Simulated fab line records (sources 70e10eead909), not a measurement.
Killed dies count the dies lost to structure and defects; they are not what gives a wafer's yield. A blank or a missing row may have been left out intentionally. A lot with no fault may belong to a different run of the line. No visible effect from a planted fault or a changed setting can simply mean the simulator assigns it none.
Commonality check across tools | flow nandHarc | 39 wafers sampled across 12 lots

WHAT PROMPTED THE OPENING
Flagged at NHARC_P_GATE_CD_MEAS_46: reading cdNm, on 1 of 12 lots. Wafers without a fault read 719.1 nm, standard deviation 2.1.
Rule: a lot is flagged when every wafer of it that has a number lies more than 4 standard deviations from that mean, or none has a number. The other lots count as sound.

lot  | measured     | on       | cdNm (nm), wafer by wafer           | flag
L712 | day 6 05:08  | cdSem-02 | 716.9 715.7 718.7                   | 
L711 | day 6 05:34  | cdSem-02 | 718.8 718.4 721.2                   | 
L717 | day 8 06:11  | cdSem-02 | 720.7 719.2 716.5                   | 
L716 | day 8 06:43  | cdSem-01 | 715.7 715.9 715.0                   | 
L718 | day 9 04:23  | cdSem-02 | 694.1 698.5 696.1 694.0 698.0 696.4 | FLAGGED
L719 | day 9 05:48  | cdSem-02 | 717.6 716.3 718.2                   | 
L722 | day 10 11:56 | cdSem-01 | 717.8 717.2 718.1                   | 
L729 | day 13 12:22 | cdSem-03 | 718.5 720.2 721.6                   | 
L730 | day 14 00:17 | cdSem-02 | 721.1 720.0 721.6                   | 
L731 | day 14 10:56 | cdSem-02 | 722.5 720.4 720.0                   | 
L732 | day 14 19:58 | cdSem-02 | 717.1 721.7 718.7                   | 
L733 | day 15 02:20 | cdSem-03 | 721.3 718.2 718.4                   | 
The numbers of the flagged lots are 696.2 nm on average: -22.9 nm against the usual, or -11 standard deviations.

LOT BY LOT: THE TOOL USED
3 process steps preceding the reading are held in the record, out of 1302 steps in the route. Each cell gives the tool, then ch followed by the chambers the sampled wafers passed through, then the start.
lot  | flag    | NHARC_P_GATE_HM_DEP_102      | NHARC_P_GATE_HM_OPEN_105                     | NHARC_P_GATE_EXPOSE_43
L712 |         | aclDep-02 ch 0, day 5 16:02  | rieDiel-09 ch 0,1,3, day 6 04:58 or earlier  | krfScanner-02 ch 0, day 6 04:58
L711 |         | aclDep-03 ch 0, day 5 16:13  | rieDiel-04 ch 1,2, day 6 05:24 or earlier    | krfScanner-04 ch 0, day 6 05:24
L717 |         | aclDep-02 ch 0, day 7 16:51  | rieDiel-12 ch 2,3, day 8 06:02 or earlier    | krfScanner-02 ch 0, day 8 06:02
L716 |         | aclDep-03 ch 0, day 7 16:53  | rieDiel-09 ch 1,2,3, day 8 06:33 or earlier  | krfScanner-02 ch 0, day 8 06:33
L718 | FLAGGED | aclDep-02 ch 0, day 8 15:22  | rieDiel-12 ch 0,2,3, day 9 04:14 or earlier  | krfScanner-04 ch 0, day 9 04:14
L719 |         | aclDep-02 ch 0, day 8 16:37  | rieDiel-09 ch 2,3, day 9 05:39 or earlier    | krfScanner-01 ch 0, day 9 05:39
L722 |         | aclDep-03 ch 0, day 9 22:54  | rieDiel-09 ch 0,1,3, day 10 11:47 or earlier | krfScanner-01 ch 0, day 10 11:47
L729 |         | aclDep-02 ch 0, day 12 21:19 | rieDiel-04 ch 0,2,3, day 13 12:11 or earlier | krfScanner-04 ch 0, day 13 12:11
L730 |         | aclDep-01 ch 0, day 13 11:05 | rieDiel-09 ch 1,2, day 14 00:08 or earlier   | krfScanner-04 ch 0, day 14 00:08
L731 |         | aclDep-02 ch 0, day 13 21:34 | rieDiel-09 ch 1,2,3, day 14 10:47 or earlier | krfScanner-04 ch 0, day 14 10:47
L732 |         | aclDep-01 ch 0, day 14 06:53 | rieDiel-12 ch 0,1,2, day 14 19:49 or earlier | krfScanner-04 ch 0, day 14 19:49
L733 |         | aclDep-03 ch 0, day 14 13:20 | rieDiel-12 ch 0,2,3, day 15 02:11 or earlier | krfScanner-04 ch 0, day 15 02:11
These steps, and what they do:
- NHARC_P_GATE_HM_DEP_102: deposits aC, target thk 120 nm.
- NHARC_P_GATE_HM_OPEN_105: chemistry O2/COS, target depth 360 nm.
- NHARC_P_GATE_EXPOSE_43: exposes mask P NSD, target cd 720 nm.
- NHARC_P_GATE_CD_MEAS_46: target cd 720 nm.

FLAGGED AGAINST TOTAL, ONE TOOL AT A TIME (gauges that did the reading follow at the end)
step                     | tool          | lots run | flagged | share of the flagged lots | sound lots run after its first flagged lot
NHARC_P_GATE_HM_DEP_102  | aclDep-01     | 2        | 0       | none                      | -
NHARC_P_GATE_HM_DEP_102  | aclDep-02     | 6        | 1       | all                       | 3 (L719,L729,L731)
NHARC_P_GATE_HM_DEP_102  | aclDep-03     | 4        | 0       | none                      | -
NHARC_P_GATE_HM_OPEN_105 | rieDiel-04    | 2        | 0       | none                      | -
NHARC_P_GATE_HM_OPEN_105 | rieDiel-09    | 6        | 0       | none                      | -
NHARC_P_GATE_HM_OPEN_105 | rieDiel-12    | 4        | 1       | all                       | 2 (L732,L733)
NHARC_P_GATE_EXPOSE_43   | krfScanner-01 | 2        | 0       | none                      | -
NHARC_P_GATE_EXPOSE_43   | krfScanner-02 | 3        | 0       | none                      | -
NHARC_P_GATE_EXPOSE_43   | krfScanner-04 | 7        | 1       | all                       | 5 (L729,L730,L731,L732,L733)
NHARC_P_GATE_CD_MEAS_46  | cdSem-01      | 2        | 0       | none                      | -
NHARC_P_GATE_CD_MEAS_46  | cdSem-02      | 8        | 1       | all                       | 4 (L719,L730,L731,L732)
NHARC_P_GATE_CD_MEAS_46  | cdSem-03      | 2        | 0       | none                      | -
NHARC_P_GATE_HM_OPEN_105: start missing for some lots; hours and lot order therefore follow NHARC_P_GATE_EXPOSE_43.

WHAT THE TABLE PERMITS
4 rows of the table ran every flagged lot: aclDep-02 at NHARC_P_GATE_HM_DEP_102, rieDiel-12 at NHARC_P_GATE_HM_OPEN_105, krfScanner-04 at NHARC_P_GATE_EXPOSE_43, cdSem-02 at NHARC_P_GATE_CD_MEAS_46.
- aclDep-02 at NHARC_P_GATE_HM_DEP_102: 1 of its 6 lots flagged. After the first flagged lot (L719, L729, L731), sound lots still ran on it; a lasting fault on the whole tool would not permit that.
- rieDiel-12 at NHARC_P_GATE_HM_OPEN_105: 1 of its 4 lots flagged. After the first flagged lot (L732, L733), sound lots still ran on it; a lasting fault on the whole tool would not permit that.
- krfScanner-04 at NHARC_P_GATE_EXPOSE_43: 1 of its 7 lots flagged. After the first flagged lot (L729, L730, L731, L732, L733), sound lots still ran on it; a lasting fault on the whole tool would not permit that.
- cdSem-02 at NHARC_P_GATE_CD_MEAS_46: 1 of its 8 lots flagged. After the first flagged lot (L719, L730, L731, L732), sound lots still ran on it; a lasting fault on the whole tool would not permit that.
No row of the table ran every flagged lot and no sound lot after the first.

WHAT HAD BEEN PUT IN BY THE SIMULATOR
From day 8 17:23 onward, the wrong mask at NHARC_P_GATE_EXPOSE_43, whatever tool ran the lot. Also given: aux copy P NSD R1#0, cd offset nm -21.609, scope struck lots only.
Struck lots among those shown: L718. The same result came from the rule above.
